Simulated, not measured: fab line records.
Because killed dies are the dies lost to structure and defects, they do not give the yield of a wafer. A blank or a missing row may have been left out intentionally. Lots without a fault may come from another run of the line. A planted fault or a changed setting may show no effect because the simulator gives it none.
fab line records || flow n5_finfet
[record] {"lots": 4, "wafers": 12, "last_day": 17}
route steps=1938 shown BEOL_M11@1577 BEOL_M12@1602 PASSIVATION@1936
lots with no fault: from the same line, run without faults
start_h: hours from the record's opening day to when the first of the lot's shown wafers began || wait_h: how many hours have passed since the lot's step before this one || " the same as in the row above || L1.1+2: one row covering several wafers at once || - value missing, or start not given || * or withheld: withheld || < > ~ a bound
route shown NAME@n: a module of which the file shows steps, and the number in the route of the first || usual: average and standard deviation across the fault-free wafers || same: alike in all rows || chamber/n: place in a boat || sites: the reading at each site || _std_site: standard deviation across them || _edge_site: outer sites' mean less inner sites' || radius_mm: for every site, how far away it sits from the centre of the wafer || mask NAME#n: copy n || behind: the last tool/chamber to shape the wafer || hold: why the lot went on hold/how many hours it stayed there/how the hold came to an end || device: names the non-switching transistor (n, p or np) || end of line: the tests these same wafers got at the end of their route || a step with no rows: only its recipe || killed: not the wafer's yield, but the dies lost to structure and defects at the first sort || map: a wafer's dies, x killed, . not, _ none there
set.NAME: the setting that was run; set.NAME@STEP: the one run at that earlier step || model.NAME: the simulator's own value behind a step, which no gauge read
lots at selected steps of the route; one table per step, one row per wafer
[[steps]]
[step N5_BEOL_M11_STRIP_36]
[recipe] {"chemistry": "N2/H2", "power_w": 450, "temp_c": 40, "pressure_mtorr": 20, "rf_frequency_hz": 6e+07, "overash_fraction": 0.3, "bias_power_w": 7, "h2_frac": 0.5, "n2_flow_sccm": 200, "h2_flow_sccm": 200}
[step N5_BEOL_M11_TRENCH_ETCH_37]
[recipe] {"chemistry": "C4F6/O2", "target_depth_a": 1488.3, "target": "SiCOH_lowk", "time_s": 48, "ion_energy_ev": 250, "pressure_mtorr": 30, "source_w": 345, "bias_w": 185, "Ar_flow_sccm": 300, "C4F6_flow_sccm": 10, "O2_flow_sccm": 10}
[step N5_BEOL_M11_ETCH_41]
[recipe] {"chemistry": "CH3F/O2", "target": "SiCN", "target_depth_a": 426, "taper_deg": 2, "time_s": 86, "ion_energy_ev": 120, "mask_material": "TiN", "pressure_mtorr": 30, "source_w": 395, "bias_w": 75, "Ar_flow_sccm": 150, "CH3F_flow_sccm": 30, "O2_flow_sccm": 20}
[step N5_BEOL_M11_STRIP_77]
[recipe] {"chemistry": "N2/H2", "time_s": 10, "power_w": 450, "temp_c": 40, "pressure_mtorr": 20, "rf_frequency_hz": 6e+07, "bias_power_w": 7, "n2_flow_sccm": 200, "h2_flow_sccm": 200}
[step N5_BEOL_M11_HM_STRIP_39]
[recipe] {"chemistry": "peroxide_tin_strip", "material": "TiN", "target_depth_a": 250, "temp_c": 50, "time_s": 158}
[step N5_BEOL_M11_SRD_40]
[recipe] {"time_s": 30, "temp_c": 23, "rinse_liquid": "diw", "dry": "ipa_marangoni"}
[step N5_BEOL_M11_PRECLEAN_42]
[recipe] {"chemistry": "residue_remover", "time_s": 60, "temp_c": 40}
[step N5_BEOL_M11_SRD_43]
[recipe] {"time_s": 30, "temp_c": 23, "rinse_liquid": "diw", "dry": "ipa_marangoni"}
[step N5_BEOL_M11_CURE_72]
[recipe] {"temp_c": 370, "time_s": 120, "ambient": "DMADMS/He", "material": "SiCOH_lowk"}
[step N5_BEOL_M11_DEGAS_44]
[recipe] {"ambient": "vacuum", "temp_c": 250, "time_s": 60}
[step N5_BEOL_M11_PRE_CLEAN_45]
[recipe] {"gas": "H2/He", "time_s": 30, "temp_c": 250}
[usual] {"heater_power_w": "329/43"}
{"lot.wafer": "L741.2", "tool": "pvd_sputter-03", "chamber": "-", "start_h": 244.09, "wait_h": 0.0, "heater_power_w": 375}
{"lot.wafer": "L741.3", "tool": "pvd_sputter-03", "chamber": "-", "start_h": 244.09, "wait_h": 0.0, "heater_power_w": 294}
{"lot.wafer": "L741.5", "tool": "pvd_sputter-03", "chamber": "-", "start_h": 244.09, "wait_h": 0.0, "heater_power_w": 258}
{"lot.wafer": "L752.2", "tool": "pvd_sputter-03", "chamber": "-", "start_h": 302.96, "wait_h": 0.0, "heater_power_w": 293}
{"lot.wafer": "L752.4", "tool": "pvd_sputter-03", "chamber": "-", "start_h": 302.96, "wait_h": 0.0, "heater_power_w": 258}
{"lot.wafer": "L752.6", "tool": "pvd_sputter-03", "chamber": "-", "start_h": 302.96, "wait_h": 0.0, "heater_power_w": 267}
{"lot.wafer": "L756.2", "tool": "pvd_sputter-03", "chamber": "-", "start_h": 335.73, "wait_h": 0.0, "heater_power_w": 298}
{"lot.wafer": "L756.3", "tool": "pvd_sputter-03", "chamber": "-", "start_h": 335.73, "wait_h": 0.0, "heater_power_w": 374}
{"lot.wafer": "L756.5", "tool": "pvd_sputter-03", "chamber": "-", "start_h": 335.73, "wait_h": 0.0, "heater_power_w": 380}
{"lot.wafer": "L761.1", "tool": "pvd_sputter-03", "chamber": "-", "start_h": 353.68, "wait_h": 0.0, "heater_power_w": 323}
{"lot.wafer": "L761.4", "tool": "pvd_sputter-03", "chamber": "-", "start_h": 353.68, "wait_h": 0.0, "heater_power_w": 290}
{"lot.wafer": "L761.5", "tool": "pvd_sputter-03", "chamber": "-", "start_h": 353.68, "wait_h": 0.0, "heater_power_w": 372}
[step N5_BEOL_M11_ALD_74]
[recipe] {"material": "TaN", "target_thk_a": 20, "temp_c": 275, "ald_precursor_family": "PDMAT", "ald_co_reactant": "NH3", "pressure_torr": 3, "carrier_flow_sccm": 1500, "pulse_time_s": 2, "purge_time_s": 3, "co_reactant_purge_time_s": 2, "co_reactant_pulse_time_s": 3, "ald_cycles": 40, "precursor_vessel_temp_c": 75, "precursor_vessel_pressure_torr": 26.25, "precursor_vessel_carrier_sccm": 1000}
[step N5_BEOL_M11_SURFACE_TREAT_76]
[recipe] {"gas": "Ar", "time_s": "*", "ion_energy_ev": "*", "ion_current_ma_cm2": 0.5, "pressure_mtorr": "*", "ar_flow_sccm": 30}
[step N5_BEOL_M11_CVD_75]
[recipe] {"material": "Co", "target_thk_a": 20, "temp_c": "withheld", "precursor": "CCTBA/H2", "pressure_torr": 30, "time_s": 138.9}
[step N5_BEOL_M11_SPUTTER_48]
[recipe] {"material": "Cu", "target_thk_a": 120, "temp_c": -20, "bias_v": 60, "power_w": 26000, "chamber_pressure_pa": 0.13, "time_s": 2}
[step N5_BEOL_M11_ECD_50]
[recipe] {"material": "Cu", "target_thk_a": 3180}
[step N5_BEOL_M11_ANNEAL_51]
[recipe] {"temp_c": 225, "time_s": 90, "ambient": "N2"}
[step N5_BEOL_M11_CMP_52]
[recipe] {"stop_on": "SiCOH_lowk", "t_overpolish_s": 7, "down_force_psi": 1, "platen_rpm": 50, "clearing_platen_down_force_psi": 1.5, "clearing_platen_rpm": 50, "post_cmp_clean": "cu_alkaline", "target_thk_nm": 140, "clearing_platen_pad_velocity_m_s": 0.99484, "pad_velocity_m_s": 0.99484}
[step N5_BEOL_M11_PRE_CLEAN_55]
[recipe] {"gas": "NH3", "time_s": 15, "temp_c": "withheld", "rf_power_w": 300}
[step N5_BEOL_M11_DEP_56]
[recipe] {"material": "SiCN", "target_thk_a": 300, "temp_c": "withheld", "precursor": "3MS/NH3", "pressure_torr": 3, "rf_w": 675, "time_s": 10.5}
[step N5_BEOL_M12_ILD_DEP_00]
[recipe] {"material": "SiOC", "target_thk_a": 6589.2, "temp_c": 350, "precursor": "DEMS/O2", "pressure_torr": 5, "rf_w": 500, "time_s": 130.7}
[step N5_BEOL_M12_COAT_58]
[recipe] {"resist": "BARC", "temp_c": 205, "time_s": 60, "spin_rpm": 1500, "resist_thk_nm": 89}
[step N5_BEOL_M12_COAT_04]
[recipe] {"spin_rpm": 1625, "resist_thk_nm": 400}
[step N5_BEOL_M12_EBR_06]
[recipe] {"solvent": "PGMEA", "ebr_width_mm": 1.5}
[step N5_BEOL_M12_SOFTBAKE_05]
[recipe] {"temp_c": 130, "time_s": 60}
[step N5_BEOL_M12_EXPOSE_07]
[recipe] {"mask_id": "V11", "na": 0.93, "source_shape": "conventional", "sigma_outer": 0.6, "polarization": "unpolarized", "attpsm_phase_deg": 180, "dose_mj": 32.5}
[step N5_BEOL_M12_PEB_08]
[recipe] {"peb_temp_c": 130, "peb_time_s": 90}
[step N5_BEOL_M12_DEVELOP_09]
[recipe] {"develop_time_s": 45, "rinse_liquid": "diw", "dry": "air_spin", "dev_temp_c": 21}
[step N5_BEOL_M12_HARDBAKE_14]
[recipe] {"temp_c": 130, "time_s": 120}
[step N5_BEOL_M12_DESCUM_15]
[recipe] {"chemistry": "O2", "time_s": 7.9, "source_power_w": 50, "bias_power_w": 20, "pressure_mtorr": 20, "rf_frequency_hz": 2.712e+07, "temp_c": 40, "o2_flow_sccm": 225}
[step N5_BEOL_M12_ETCH_59]
[recipe] {"chemistry": "N2/H2", "target": "BARC", "target_depth_a": 890, "overetch_a": 267, "time_s": 67.9, "ion_energy_ev": 200, "pressure_mtorr": 30, "source_w": 840, "bias_w": 150, "n2_flow_sccm": 200, "h2_flow_sccm": 200}
[step N5_BEOL_M12_VIA_ETCH_16]
[recipe] {"chemistry": "C4F8/O2/Ar", "target": "SiOC", "pressure_mtorr": 30, "source_w": 3000, "bias_w": 700, "Ar_flow_sccm": 400, "C4F8_flow_sccm": 15, "O2_flow_sccm": 8, "he_inner_torr": 15, "he_outer_torr": 30, "target_depth_a": 7248, "time_s": "withheld", "ion_energy_ev": 250, "ends": "cleared"}
[step N5_BEOL_M12_STRIP_63]
[recipe] {"chemistry": "N2/H2", "power_w": 1000, "temp_c": 250, "h2_frac": 0.65, "overash_fraction": 0.3, "pressure_mtorr": 1000, "n2_flow_sccm": 1750, "h2_flow_sccm": 3250}
[step N5_PASSIVATION_PROBE_49]
[usual] {"defect_limited_yield": "91.5/1.4", "killed_at_M0_to_M3": "32/11", "killed_at_M4_up": "12/4.4", "killed_at_contacts": "13/6.1", "killed_at_front_end": "39/12", "killed_at_other": "3.9/3", "killed_dies": "100/17", "killed_on_rim": "13/3.9", "killed_open": "66/12", "killed_short": "33/7.4", "sort_bin_4_leakage": "0.03/0.14", "sort_bin_5_function": "5.0/0.95", "sort_bin_6_memory": "3.2/0.66", "sort_bin_8_speed": "0.0/0.33", "sort_n_pass": "1079/17", "sort_yield_pct": "91.4/1.5"}
[same] {"gross_dies": 1180, "killed_at_back_side": 0}
{"lot.wafer": "L756.2", "tool": "prober-01", "chamber": "-", "start_h": 374.32, "wait_h": 0.1, "defect_limited_yield[%]": 82.2, "killed_at_M0_to_M3": 32, "killed_at_M4_up": 113, "killed_at_contacts": 19, "killed_at_front_end": 43, "killed_at_other": 3, "killed_dies": 210, "killed_on_rim": 30, "killed_open": 79, "killed_short": 31, "sort_bin_4_leakage[%]": 0, "sort_bin_5_function[%]": 9.2, "sort_bin_6_memory[%]": 4.5, "sort_bin_8_speed[%]": 0, "sort_n_pass": 970, "sort_yield_pct[%]": 82.2}
{"lot.wafer": "L756.3", "tool": "prober-01", "chamber": "-", "start_h": 374.37, "wait_h": 0.1, "defect_limited_yield[%]": 81.7, "killed_at_M0_to_M3": 35, "killed_at_M4_up": 127, "killed_at_contacts": 10, "killed_at_front_end": 42, "killed_at_other": 2, "killed_dies": 216, "killed_on_rim": 25, "killed_open": 70, "killed_short": 30, "sort_bin_4_leakage[%]": 0, "sort_bin_5_function[%]": 10.0, "sort_bin_6_memory[%]": 3.9, "sort_bin_8_speed[%]": 0, "sort_n_pass": 964, "sort_yield_pct[%]": 81.7}
{"lot.wafer": "L756.5", "tool": "prober-01", "chamber": "-", "start_h": 374.47, "wait_h": 0.2, "defect_limited_yield[%]": 80.7, "killed_at_M0_to_M3": 36, "killed_at_M4_up": 135, "killed_at_contacts": 11, "killed_at_front_end": 43, "killed_at_other": 3, "killed_dies": 228, "killed_on_rim": 37, "killed_open": 72, "killed_short": 33, "sort_bin_4_leakage[%]": 0, "sort_bin_5_function[%]": 12.0, "sort_bin_6_memory[%]": 4.1, "sort_bin_8_speed[%]": 0, "sort_n_pass": 952, "sort_yield_pct[%]": 80.7}
{"lot.wafer": "L761.1", "tool": "prober-02", "chamber": "-", "start_h": 396.72, "wait_h": 0.0, "defect_limited_yield[%]": 86.3, "killed_at_M0_to_M3": 15, "killed_at_M4_up": 117, "killed_at_contacts": 13, "killed_at_front_end": 12, "killed_at_other": 5, "killed_dies": 162, "killed_on_rim": 30, "killed_open": 48, "killed_short": 12, "sort_bin_4_leakage[%]": 0, "sort_bin_5_function[%]": 7.5, "sort_bin_6_memory[%]": 3.2, "sort_bin_8_speed[%]": 0, "sort_n_pass": 1018, "sort_yield_pct[%]": 86.3}
{"lot.wafer": "L761.4", "tool": "prober-02", "chamber": "-", "start_h": 396.87, "wait_h": 0.2, "defect_limited_yield[%]": 85.7, "killed_at_M0_to_M3": 14, "killed_at_M4_up": 103, "killed_at_contacts": 9, "killed_at_front_end": 43, "killed_at_other": 0, "killed_dies": 169, "killed_on_rim": 27, "killed_open": 51, "killed_short": 24, "sort_bin_4_leakage[%]": 0.08, "sort_bin_5_function[%]": 7.5, "sort_bin_6_memory[%]": 3.7, "sort_bin_8_speed[%]": 0, "sort_n_pass": 1010, "sort_yield_pct[%]": 85.6}
{"lot.wafer": "L761.5", "tool": "prober-02", "chamber": "-", "start_h": 396.92, "wait_h": 0.2, "defect_limited_yield[%]": 83.4, "killed_at_M0_to_M3": 20, "killed_at_M4_up": 137, "killed_at_contacts": 13, "killed_at_front_end": 23, "killed_at_other": 3, "killed_dies": 196, "killed_on_rim": 25, "killed_open": 50, "killed_short": 21, "sort_bin_4_leakage[%]": 0, "sort_bin_5_function[%]": 9.9, "sort_bin_6_memory[%]": 3.5, "sort_bin_8_speed[%]": 0, "sort_n_pass": 984, "sort_yield_pct[%]": 83.4}
// killed by level:class
L756.2 BEOL_M11:unspecified=99 MOL_CONTACT_COAG:geometric_particle:open=15 FIN_SAQP:geometric_particle:short=10 STI_FIN_REVEAL:geometric_particle:open=10 BEOL_M2:geometric_particle:open=8 FIN_SAQP:geometric_particle:open=6 BEOL_M4:geometric_particle:open=6 BEOL_M0_SAQP:geometric_particle:open=6
L756.3 BEOL_M11:unspecified=112 STI_FIN_REVEAL:geometric_particle:open=9 MOL_CONTACT_COAG:geometric_particle:open=8 GATE_CUT:geometric_particle:short=7 BEOL_M0_SAQP:geometric_particle:open=7 BEOL_M1:geometric_particle:open=7 BEOL_M0:geometric_particle:open=6 FIN_SAQP:geometric_particle:short=5
L756.5 BEOL_M11:unspecified=121 STI_FIN_REVEAL:geometric_particle:open=23 BEOL_M1:geometric_particle:open=11 BEOL_M0_SAQP:geometric_particle:short=5 DUMMY_GATE:geometric_particle:open=5 MOL_CONTACT_COAG:geometric_particle:open=5 MOL_CONTACT_COAG:geometric_particle:short=5 BEOL_M0:geometric_particle:short=5
L761.1 BEOL_M11:unspecified=102 MOL_CONTACT_COAG:geometric_particle:open=12 BEOL_M0_SAQP:geometric_particle:open=4 BEOL_M1:geometric_particle:open=4 BEOL_M3:geometric_particle:open=4 BEOL_M4:geometric_particle:open=4 GATE_CUT:geometric_particle:open=3 BEOL_M8:geometric_particle:open=3
L761.4 BEOL_M11:unspecified=92 DUMMY_GATE:geometric_particle:open=11 GATE_CUT:geometric_particle:short=9 FIN_SAQP:geometric_particle:open=8 MOL_CONTACT_COAG:geometric_particle:open=7 BEOL_M4:geometric_particle:open=4 STI_FIN_REVEAL:geometric_particle:open=3 BEOL_M0_SAQP:geometric_particle:open=3
L761.5 BEOL_M11:unspecified=124 MOL_CONTACT_COAG:geometric_particle:open=13 STI_FIN_REVEAL:geometric_particle:open=8 DUMMY_GATE:geometric_particle:open=5 BEOL_M0_SAQP:geometric_particle:short=5 BEOL_M0_SAQP:geometric_particle:open=4 BEOL_M4:geometric_particle:open=4 FIN_SAQP:geometric_particle:open=3
// map L756.5 (x killed, . not)
_________________x.x.x.......________________
______________..x.........x....._____________
___________..x.x...................__________
__________...................xx....._________
________............x...xx.......x..x._______
_______...............x.......x.....x..______
______.......x.....x..............x..x.._____
_____............x..x.......xxx.......xxx____
____........x.......x..............x..xxxx___
___.....x....x.......................xxxxxx__
___x.x...x...x...................x.xxxxxxxx__
__x....x....x..................x.xxxxxxxxxxx_
__.........x.......x...............xxxxxxxxx_
_......x.......................x..xxxxxxxxxxx
_................xx.x.......x....xxxxxxxxxxxx
_x........x....................x...xxxxxxxxxx
_..x.........x.................x.xxxxxxxxxxxx
_.................x..x.....x....x.xxxxxxxxxxx
_.x.....x.............xx...........xxxxxxxxxx
_...........x............x.......x.x.x.xxxx.x
_...........x................x...........xxx.
__......................x......x....x......._
__.xx.....x.xx.....x.....x..x..........x...._
___x.x.....x...............................__
___................x.x...............x.....__
____.....................x......x.....x...___
_____...........x.......x......x.........____
______x.........................x......._____
_______x.x..xx.........................______
________.x.x........x..............x.._______
__________.........x...x...x...x...._________
___________...........x............__________
______________...xx.......x....x_____________
_________________...x........________________
// map L761.5 (x killed, . not)
_________________............________________
______________.......x..x..x...._____________
___________.......x........x.......__________
__________...xxx..x................._________
________...........................xx._______
_______................................______
______............xx...................._____
_____.........x.............x.....x......____
____..............x..............xxx...xxx___
___................x................xxxxxxx__
___...................x.......x..x.xxxxxxxx__
__.x........................x..xx.xxxxxxxxxx_
__.....x.............x......x..xx.xxxxxxxxxx_
_..............................x..xxxxxxxxxxx
_...........x...................x.xxxxxxxxxxx
_.x.......x.......................xxxxxxxxxxx
_...............................x.xxxxxxxxxxx
_.........x.....................xxxxxxxxxxxxx
_.....xx..........................xxxxxxxxxxx
_..........x......................x...x.xxxx.
_..........................x.x...x....x....xx
__..x...x..................x...x.....x....x._
__x.....x...........x..x...............x...._
___........................................__
___..x...................x..x........x.....__
____.........x...........................x___
_____.......................x............____
______..........................xx......_____
_______............x........x..x.x..x..______
________x............................._______
__________...xx..........x..x......._________
___________.....x............x.....__________
______________.xx.......x......._____________
_________________............________________
[[key]]
[first_sign] {"step": "N5_PASSIVATION_PROBE_49", "reading": "killed_at_M4_up", "direction": "up", "sigmas": 25, "usual": 12, "struck": 122}
[effect] {"step": "N5_PASSIVATION_PROBE_49", "reading": "killed_dies", "direction": "up", "sigmas": 5.7, "usual": 100, "struck": 197}
[more_kills_born_at] {"N5_BEOL_M11_PRE_CLEAN_45@pvd_sputter-03": 650}
met_at N5_BEOL_M11_PRE_CLEAN_45
struck_wafers L756.2,L756.3,L756.5,L761.1,L761.4,L761.5
onset_between 302.96 335.73
also_fits time
[fault] {"kind": "chamber_particle_source", "tool": "pvd_sputter-03", "chamber": "-", "onset_h": 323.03, "steps": "N5_BEOL_M11_PRE_CLEAN_45", "rate_per_visit_cm2": 1.9466, "end_h": 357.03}
